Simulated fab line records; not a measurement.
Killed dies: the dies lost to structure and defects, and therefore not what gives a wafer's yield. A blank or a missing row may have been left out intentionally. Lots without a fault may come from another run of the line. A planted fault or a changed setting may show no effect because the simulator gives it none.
fab line records | flow nand-harc
record: lots: 6 | wafers: 18 | last-day: 32
route steps=1302 shown A_STAIRCASE@813
lots that met no fault: from a run of the same line without faults
start-h: start of the lot's first displayed wafer, in hours after the record's first day | wait-h: hours from the lot's prior step to this one | " identical to the entry in the row above | L1.1+2: a single row standing in for several wafers | - no value, or no start given | * or withheld: withheld | < > ~ a bound
route shown NAME@n: NAME is a module with steps in the file, n the number in the route of the first one | usual: mean/standard deviation taken from wafers without a fault | same: alike in all rows | chamber/n: place in a boat | sites: per-site readings | _std_site: how widely they spread, as a standard deviation | _edge_site: inner sites' mean taken away from outer sites' mean | radius-mm: for every site, how far away it sits from the centre of the wafer | mask NAME#n: copy n | behind: tool/chamber where the wafer was last shaped | hold: what put the lot on hold/how long, in hours/how the hold closed | device: the n, p or np transistor that did not switch | end of line: the tests these same wafers got at the end of their route | a step without rows: its recipe alone | killed: at the first sort, the dies lost to defects and structure; wafer yield is something else | map: a wafer's dies, x killed, . not, _ none there
set.NAME: the setting that was run; set.NAME@STEP: the one run at that earlier step | model.NAME: the simulator's own value behind a step, which no gauge read
a table for each step, a row for each wafer; lots at some steps of the route
services: from which hour (start-h, from the record's first day; less than 0 if before it) a tool's chamber was out of use, for how many hours, and why
== steps ==
step: NHARC_A_STAIRCASE_STRIP_295
recipe: o2-flow-sccm: 500 | ar-flow-sccm: 0 | bias-w: 0 | chemistry: O2
usual: drypump-motor-current-A: 5.8/0.47 | oes-product-au: 0.999/0.0073 | rf-vpp-V: 57.9/0.84 | showerhead-plenum-p-Torr: 3.52/0.18 | throttle-valve-pct: 17.037/0.0094
lot.wafer | tool        | chamber | start-h | wait-h | drypump-motor-current-A | oes-product-au | rf-hours-counter-h | rf-vpp-V | showerhead-plenum-p-Torr | throttle-valve-pct
L399.1    | rie-diel-12 | 3       | -       | -      | 6.3                     | 0.983          | 40                 | 57.2     | 3.46                     | 17.033
L399.4    | "           | 2       | "       | "      | 6.3                     | 1.001          | 43                 | 57.7     | 3.36                     | 17.017
L399.5    | "           | 0       | "       | "      | 5.7                     | 1.000          | -                  | 57.1     | 3.66                     | 17.037
L403.3    | rie-diel-08 | 2       | -       | -      | 6.3                     | 1.009          | 23                 | 57.9     | 3.52                     | 17.055
L403.6    | "           | 3       | "       | "      | 5.9                     | 0.993          | -                  | 56.9     | 3.33                     | 17.031
L403.5    | "           | 0       | "       | "      | 4.9                     | 1.010          | -                  | 58.9     | 3.76                     | 17.029
L411.4    | rie-diel-12 | 0       | -       | -      | 5.7                     | 0.995          | 27                 | 58.6     | 3.63                     | 17.043
L411.1    | "           | 3       | "       | "      | 6.2                     | 0.998          | 25                 | 58.4     | 3.44                     | 17.044
L411.5    | "           | 1       | "       | "      | 5.4                     | 0.988          | -                  | 58.0     | 3.76                     | 17.034
L412.4    | rie-diel-12 | 0       | -       | -      | 5.7                     | 0.995          | 28                 | 58.1     | 3.63                     | 17.018
L412.3    | "           | 2       | "       | "      | 6.3                     | 0.989          | 23                 | 58.6     | 3.34                     | 17.034
L412.2    | "           | 3       | "       | "      | 6.3                     | 0.988          | 26                 | 57.8     | 3.44                     | 17.045
L414.3    | rie-diel-08 | 3       | -       | -      | 5.9                     | 1.008          | 53                 | 58.1     | 3.32                     | 17.029
L414.1    | "           | 2       | "       | "      | 6.3                     | 1.012          | 60                 | 58.8     | 3.50                     | 17.030
L414.6    | "           | 0       | "       | "      | 4.9                     | 1.004          | -                  | 59.7     | 3.74                     | 17.034
L417.4    | rie-diel-12 | 2       | -       | -      | 6.3                     | 1.007          | 36                 | 56.5     | 3.33                     | 17.037
L417.6    | "           | 2       | "       | "      | 6.3                     | 1.005          | -                  | 58.6     | 3.33                     | 17.042
L417.5    | "           | 3       | "       | "      | 6.3                     | 0.994          | -                  | 57.5     | 3.43                     | 17.034
step: NHARC_A_STAIRCASE_STRIP_296
recipe: time-s: 900 | temp-c: 130 | chemistry: SPM
step: NHARC_A_STAIRCASE_PRECLEAN_297
recipe: time-s: * | temp-c: 50 | bath-age-min: 0 | chemistry: SC1
step: NHARC_A_STAIRCASE_SRD_298
step: NHARC_A_STAIRCASE_HM_DEP_462
recipe: target-thk-a: 8000 | temp-c: 400 | material: aC
usual: throttle-valve-pct: 34.999/0.0096
lot.wafer | tool       | chamber | start-h | wait-h | throttle-valve-pct
L399.1    | acl-dep-02 | 0       | 415.43  | 4.4    | 35.002
L399.4    | "          | 0       | "       | "      | 35.012
L399.5    | "          | 0       | "       | "      | 34.989
L403.3    | acl-dep-01 | 0       | 458.83  | 3.5    | 34.990
L403.5    | "          | 0       | "       | "      | 35.013
L403.6    | "          | 0       | "       | "      | 34.997
L411.1    | acl-dep-02 | 0       | 532.88  | 3.0    | 35.004
L411.4    | "          | 0       | "       | "      | 35.008
L411.5    | "          | 0       | "       | "      | 34.988
L412.2    | acl-dep-01 | 0       | 536.95  | 1.5    | 34.990
L412.3    | "          | 0       | "       | "      | 35.000
L412.4    | "          | 0       | "       | "      | 35.001
L414.1    | acl-dep-02 | 0       | 543.76  | 0.1    | 35.005
L414.3    | "          | 0       | "       | "      | 35.005
L414.6    | "          | 0       | "       | "      | 35.007
L417.4    | acl-dep-01 | 0       | 576.75  | 1.6    | 35.021
L417.5    | "          | 0       | "       | "      | 34.991
L417.6    | "          | 0       | "       | "      | 34.994
step: NHARC_A_STAIRCASE_DEP_301
recipe: target-thk-a: 300 | target-thk-nm: 30 | temp-c: 400 | pressure-torr: 3.5 | flow-sccm: 200 | rf-w: 350 | material: SiON
usual: heater-power-w: 715/83 | showerhead-vpp-V: 1159/45
lot.wafer | tool     | chamber | start-h | wait-h | heater-power-w | showerhead-vpp-V | since-wet-clean-h
L399.1    | pecvd-03 | 1       | 417.30  | 1.6    | 605            | 1197             | 38
L399.4    | "        | 0       | "       | "      | 734            | 1166             | -
L399.5    | "        | 2       | "       | "      | 654            | 1109             | -
L403.3    | pecvd-03 | 0       | 460.06  | 0.9    | 790            | 1151             | 81
L403.6    | "        | 0       | "       | "      | 797            | 1169             | -
L403.5    | "        | 1       | "       | "      | 590            | 1193             | -
L411.1    | pecvd-02 | 2       | 534.71  | 1.5    | 923            | 1199             | 114
L411.5    | "        | 2       | "       | "      | 931            | 1196             | -
L411.4    | "        | 0       | "       | "      | 759            | 1121             | -
L412.2    | pecvd-02 | 2       | 538.55  | 1.3    | 834            | 1203             | 117
L412.3    | "        | 0       | "       | "      | 774            | 1114             | 117
L412.4    | "        | 2       | "       | "      | 829            | 1195             | -
L414.1    | pecvd-04 | 0       | 545.60  | 1.5    | 734            | 1084             | 82
L414.3    | "        | 1       | "       | "      | 642            | 1252             | 82
L414.6    | "        | 2       | "       | "      | 748            | 1176             | -
L417.5    | pecvd-03 | 0       | 577.79  | 0.4    | 805            | 1172             | -
L417.4    | "        | 1       | "       | "      | 677            | 1190             | -
L417.6    | "        | 2       | "       | "      | 689            | 1133             | -
step: NHARC_A_STAIRCASE_DEHYDRATE_302
recipe: temp-c: 150 | time-s: 120
step: NHARC_A_STAIRCASE_HMDS_303
recipe: time-s: 30
step: NHARC_A_STAIRCASE_COAT_304
recipe: spin-rpm: 1200
step: NHARC_A_STAIRCASE_SOFTBAKE_305
recipe: temp-c: 135 | time-s: 170
step: NHARC_A_STAIRCASE_EBR_306
step: NHARC_A_STAIRCASE_EXPOSE_307
recipe: na: 0.5 | dose-mj: 45.72 | mask-id: CHOP_50
usual: exposure-dose-mJ-cm2: 45.98/0.23 | focus-offset-nm: 0.0/0.56 | reticle-temp-C: 22.99/0.1
lot.wafer | tool           | chamber | start-h | wait-h | mask      | exposure-dose-mJ-cm2 | focus-offset-nm | reticle-temp-C
L399.1    | krf-scanner-01 | 0       | 417.87  | -      | CHOP_50#0 | 46.09                | 0.7             | 22.85
L399.4    | "              | 0       | "       | "      | CHOP_50#0 | 46.02                | 0.7             | 22.92
L399.5    | "              | 0       | "       | "      | CHOP_50#0 | 46.06                | 0.4             | 22.84
L403.3    | krf-scanner-02 | 0       | 460.67  | -      | CHOP_50#0 | 45.73                | -0.3            | 22.95
L403.5    | "              | 0       | "       | "      | CHOP_50#0 | 45.72                | -0.7            | 23.02
L403.6    | "              | 0       | "       | "      | CHOP_50#0 | 45.74                | 0.4             | 22.94
L411.1    | krf-scanner-01 | -       | 535.34  | -      | CHOP_50#0 | -                    | -               | -
L411.4    | "              | -       | "       | "      | CHOP_50#0 | -                    | -               | -
L411.5    | "              | -       | "       | "      | CHOP_50#0 | -                    | -               | -
L412.2    | krf-scanner-01 | -       | 539.00  | -      | CHOP_50#0 | -                    | -               | -
L412.3    | "              | -       | "       | "      | CHOP_50#0 | -                    | -               | -
L412.4    | "              | -       | "       | "      | CHOP_50#0 | -                    | -               | -
L414.1    | krf-scanner-02 | 0       | 546.21  | -      | CHOP_50#0 | 45.69                | -0.1            | 22.84
L414.3    | "              | 0       | "       | "      | CHOP_50#0 | 45.69                | -0.7            | 22.93
L414.6    | "              | 0       | "       | "      | CHOP_50#0 | 45.68                | -0.6            | 22.98
L417.4    | krf-scanner-02 | 0       | 578.32  | -      | CHOP_50#0 | 45.73                | -1.1            | 22.87
L417.5    | "              | 0       | "       | "      | CHOP_50#0 | 45.71                | -0.4            | 22.92
L417.6    | "              | 0       | "       | "      | CHOP_50#0 | 45.72                | 0.0             | 23.00
step: NHARC_A_STAIRCASE_PEB_308
recipe: peb-temp-c: 115 | peb-time-s: 130
== services ==
tool           | chamber | start-h | hours | kind
pecvd-03       | 1       | 387.31  | 5.2   | repair
pecvd-04       | 2       | 399.33  | 13.2  | repair
rie-diel-12    | 0       | 405.35  | -     | clean
rie-diel-12    | 1       | 405.35  | -     | clean
rie-diel-12    | 2       | 405.35  | -     | clean
rie-diel-08    | 1       | 406.95  | 5.1   | repair
pecvd-02       | -       | 408.18  | 13.0  | pm
krf-scanner-01 | -       | 410.79  | 2.8   | repair
acl-dep-02     | -       | 425.90  | 13.0  | pm
krf-scanner-02 | -       | 438.00  | 4.0   | pm
krf-scanner-01 | -       | 448.32  | 2.3   | repair
rie-diel-12    | -       | 449.15  | 9.0   | pm
pecvd-04       | -       | 450.17  | 13.0  | pm
rie-diel-12    | -       | 471.86  | 0.6   | repair
krf-scanner-01 | -       | 484.00  | 4.0   | pm
rie-diel-12    | 1       | 495.04  | 11.0  | repair
rie-diel-08    | 1       | 498.58  | 30.5  | repair
krf-scanner-02 | -       | 509.38  | 4.8   | repair
pecvd-02       | -       | 510.23  | 2.5   | repair
acl-dep-02     | -       | 527.12  | 2.5   | repair
krf-scanner-02 | -       | 539.19  | 0.4   | repair
pecvd-03       | -       | 547.12  | 13.0  | pm
rie-diel-08    | -       | 547.64  | 9.0   | pm
acl-dep-01     | -       | 551.26  | 13.0  | pm
== key ==
first-sign: step: NHARC_A_STAIRCASE_EXPOSE_307 | reading: tool-record | direction: missing
effect none on later readings
met-at NHARC_A_STAIRCASE_EXPOSE_307
struck-wafers L411.1,L411.4,L411.5,L412.2,L412.3,L412.4
later-rows-left-out L411.1,L411.4,L411.5,L412.2,L412.3,L412.4
sort-left-out L411.1,L411.4,L411.5,L412.2,L412.3,L412.4
tester-left-out L411,L412
onset-between 417.87 535.34
fault: kind: skipped-step-whole | tool: krf-scanner-01 | chamber: - | onset-h: 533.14 | steps: NHARC_A_STAIRCASE_EXPOSE_307 | scope: struck-lots-only
tester-left-out: of these lots the tester's yield and bins aren't shown, on N5 and GAA mostly nor the transistor test; their killed dies are dies lost to structure and defects alone, not to doping, threshold or leakage, so they don't give the yield
sort-left-out: the simulated sort isn't trusted on such a fault, so these wafers' sort isn't shown, and their yield isn't known
later-rows-left-out: the simulator's readings of these wafers behind a module that went badly wrong aren't trusted and aren't shown, but for the sort
